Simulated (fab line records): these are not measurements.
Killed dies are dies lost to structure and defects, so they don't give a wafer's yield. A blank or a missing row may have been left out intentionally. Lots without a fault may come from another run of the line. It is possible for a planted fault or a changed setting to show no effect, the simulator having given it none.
Matching of chambers / flow n5 finfet / N5_BEOL_M11_ETCH_62 on rie diel-06: 4 sister chambers
The step etches SOC in N2/H2, target depth 110 nm, overetch 22 nm, time 165 s. 7 wafers are shown with their chamber, then 9 later ones without.

## WAFERS, EACH WITH ITS CHAMBER
wafer=L084.6; chamber=2; drypump motor current A (A)=5.43; showerhead plenum p Torr (Torr)=2.64
wafer=L085.1; chamber=3; drypump motor current A (A)=5.91; showerhead plenum p Torr (Torr)=2.67
wafer=L085.5; chamber=2; drypump motor current A (A)=5.42; showerhead plenum p Torr (Torr)=2.63
wafer=L085.6; chamber=1; drypump motor current A (A)=5.30; showerhead plenum p Torr (Torr)=2.50
wafer=L089.1; chamber=0; drypump motor current A (A)=5.76; showerhead plenum p Torr (Torr)=2.51
wafer=L089.3; chamber=1; drypump motor current A (A)=5.29; showerhead plenum p Torr (Torr)=2.50
wafer=L089.4; chamber=3; drypump motor current A (A)=5.93; showerhead plenum p Torr (Torr)=2.66

## WAFERS WITH NO CHAMBER GIVEN
wafer=L090.3; drypump motor current A (A)=5.41; showerhead plenum p Torr (Torr)=2.63
wafer=L090.5; drypump motor current A (A)=5.92; showerhead plenum p Torr (Torr)=2.66
wafer=L090.6; drypump motor current A (A)=5.77; showerhead plenum p Torr (Torr)=2.50
wafer=L091.1; drypump motor current A (A)=5.78; showerhead plenum p Torr (Torr)=2.50
wafer=L091.4; drypump motor current A (A)=5.91; showerhead plenum p Torr (Torr)=2.66
wafer=L091.5; drypump motor current A (A)=5.44; showerhead plenum p Torr (Torr)=2.63
wafer=L097.1; drypump motor current A (A)=5.32; showerhead plenum p Torr (Torr)=2.50
wafer=L097.2; drypump motor current A (A)=5.41; showerhead plenum p Torr (Torr)=2.62
wafer=L097.3; drypump motor current A (A)=5.80; showerhead plenum p Torr (Torr)=2.50

## WHICH CHAMBER EACH WENT THROUGH
wafer=L090.3; from the rows above=2; in truth=2
wafer=L090.5; from the rows above=3; in truth=3
wafer=L090.6; from the rows above=0; in truth=0
wafer=L091.1; from the rows above=0; in truth=0
wafer=L091.4; from the rows above=3; in truth=3
wafer=L091.5; from the rows above=2; in truth=2
wafer=L097.1; from the rows above=1; in truth=1
wafer=L097.2; from the rows above=2; in truth=2
wafer=L097.3; from the rows above=0; in truth=0
Correct placement for 9 of the 9. Can't be placed from these rows: 0. Placed wrongly: 0.
How it was worked out, from the rows above alone: a wafer's distance from a chamber is the root of the sum, over the readings, of the square of ((its reading less the chamber's mean) divided by the reading's scatter). If the next closest chamber is less than 2 further off than the closest, the wafer can't be placed; otherwise it belongs to the closest. The mean given for a chamber averages the wafers shown for that chamber. The scatter: take each reading less its chamber's mean, square it, sum over the shown wafers, divide by the number of wafers less the number of chambers, and take the root.
